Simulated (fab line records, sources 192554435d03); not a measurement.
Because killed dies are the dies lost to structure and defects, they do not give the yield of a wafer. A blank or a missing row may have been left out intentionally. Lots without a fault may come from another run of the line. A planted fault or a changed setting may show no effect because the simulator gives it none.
Split-lot experiment    flow n5_finfet    7 lots, 21 wafers read, on a route of 1938 steps

THE SPLIT ITSELF
At N5_BEOL_M10_ILD_DEP_00 (deposits SiCOH lowk from DEMS/porogen, target thk 308.51 nm, time 58 s), the setting time_s was moved away from the recipe's 58 s on 7 of the 21 wafers read, by -14.8% to +14.8%. This setting was run at the recipe's value on the other wafers.

FROM SPLIT TO READING: 1 step shown by the file between the two
- N5_BEOL_M10_CURE_71: cures SiCOH lowk, time 240 s

THE READING
Values of M10_ILD_THK in nm from N5_BEOL_M10_THK_MEAS_01. Typical for fault-free wafers on this fab line: 268 nm, with standard deviation 3.3 nm.

wafer   tool, chamber at the split  time_s as run, s  against the recipe  M10_ILD_THK, nm  against lot-mates on the recipe
L079.1  pecvd-04, 2                 58                recipe              267              -
L079.4  pecvd-04, 2                 58                recipe              272              -
L079.6  pecvd-04, 1                 58                recipe              268              -
L080.2  pecvd-04, 1                 64.49             +11.2%              295              +26
L080.3  pecvd-04, 0                 58                recipe              268              -
L080.6  pecvd-04, 2                 58                recipe              270              -
L083.2  pecvd-04, 2                 58                recipe              265              -
L083.3  pecvd-04, 2                 64.51             +11.2%              298              +33
L083.4  pecvd-04, 1                 58                recipe              265              -
L086.4  pecvd-04, 2                 58                recipe              273              -
L086.5  pecvd-04, 1                 49.39             -14.8%              230              -43
L086.6  pecvd-04, 0                 49.39             -14.8%              233              -40
L088.1  pecvd-02, 0                 58                recipe              268              -
L088.4  pecvd-02, 2                 58                recipe              268              -
L088.6  pecvd-02, 0                 58                recipe              270              -
L089.4  pecvd-02, 2                 58                recipe              266              -
L089.5  pecvd-02, 1                 66.32             +14.3%              308              +40
L089.6  pecvd-02, 0                 58                recipe              269              -
L094.2  pecvd-02, 0                 66.58             +14.8%              305              +43
L094.3  pecvd-02, 2                 58                recipe              262              -
L094.6  pecvd-02, 2                 66.58             +14.8%              306              +44

FIT RESULTS
A straight line over all 21 wafers: M10_ILD_THK changes by +2.54 nm for each +1% of time_s; r = +0.99; the points scatter about the line by 2.6 nm.
The same after taking each lot's own level away (the mean of its wafers on the recipe; 21 wafers): +2.82 nm for each +1%; r = +1.00; scatter 1.9 nm.
That fit puts the effect of the largest move of time_s on the reading at 42 nm.
The span of the lots' own levels, 262.0 to 273.0 nm, comes to 3.3 times the standard deviation stated above.
The two slopes are in agreement: the lot-to-lot level therefore moves the slope only a little.
Check: -41.4 nm against its lot-mates is what the line predicts for one of the wafers moved furthest among these (-14.8%) when that wafer is left out of the fit. Against them it came out at -43 nm.

THESE WAFERS: OTHER SPLITS
Note: prior to the reading, these wafers also went through further splits. Each is held against what the fit with the lots' levels taken away leaves over:
other split on the same wafers    wafers away from the commonest value  r with M10_ILD_THK (lot level and that fit taken away)
N5_BEOL_M9_TRENCH_ETCH_37 time_s  9                                     -0.29

THE WHOLE CHAIN: every reading that the file lists as answering this split, in the file's order
step                     what it does                                                            reading                                                                                    change (the file's fit)               r (the file's)
N5_BEOL_M10_ILD_DEP_00   deposits SiCOH lowk from DEMS/porogen, target thk 308.51 nm, time 58 s  SiCOH_lowk_of_BEOL_M10_ILD_DEP_00.thk_nm (the simulator's own value, which no gauge read)  +3.17 nm for each +1% of the setting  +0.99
N5_BEOL_M10_CURE_71      cures SiCOH lowk, time 240 s                                            SiCOH_lowk_of_BEOL_M10_ILD_DEP_00.thk_nm (the simulator's own value, which no gauge read)  +2.8 nm for each +1% of the setting   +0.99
N5_BEOL_M10_THK_MEAS_01                                                                          M10_ILD_THK                                                                                +2.8 for each +1% of the setting      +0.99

THE FILE'S OWN FIT
M10_ILD_THK changes by +2.8 nm for each +1% of time_s, r = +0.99.
